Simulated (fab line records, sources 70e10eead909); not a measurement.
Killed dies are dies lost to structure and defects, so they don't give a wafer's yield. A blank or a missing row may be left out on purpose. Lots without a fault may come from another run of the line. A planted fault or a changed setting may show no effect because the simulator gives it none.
Chamber matching | flow nand_harc | NHARC_A_SGD_CUT_ETCH_58 on rie_diel-10: 4 sister chambers
The step etches the open film in CF4, target depth 39 nm, time 65 s. 4 wafers are shown with their chamber, then 10 later ones without.

WAFERS WITH THEIR CHAMBER
wafer  | chamber | showerhead_plenum_p_Torr (Torr)
L089.2 | 3       | 1.65
L089.5 | 1       | 1.83
L091.3 | 2       | 1.66
L091.4 | 0       | 1.68

WAFERS WITHOUT THEIR CHAMBER
wafer  | showerhead_plenum_p_Torr (Torr)
L091.6 | 1.66
L094.2 | 1.82
L094.4 | 1.68
L094.6 | 1.82
L095.2 | 1.65
L095.4 | 1.68
L095.6 | 1.68
L097.2 | 1.65
L097.4 | 1.68
L097.6 | 1.65

WHICH CHAMBER EACH WENT THROUGH
wafer  | from the rows above | in truth
L091.6 | 2                   | 2
L094.2 | 1                   | 1
L094.4 | 0                   | 0
L094.6 | 1                   | 1
L095.2 | 3                   | 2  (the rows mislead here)
L095.4 | 0                   | 0
L095.6 | 0                   | 0
L097.2 | 3                   | 3
L097.4 | 0                   | 0
L097.6 | 3                   | 3
Placed correctly: 9 of 10. Can't be placed from these rows: 0. Placed wrongly: 1.
How it was worked out, from the rows above alone: a wafer's distance from a chamber is the root of the sum, over the readings, of the square of ((its reading less the chamber's mean) divided by the reading's scatter). The wafer belongs to the nearest chamber; if the next one is less than 2 further off, it can't be placed. A chamber's mean is the mean of its shown wafers. The scatter: with one shown wafer a chamber, the root of the mean of the squares of how far each hidden wafer lies from its nearest shown one.
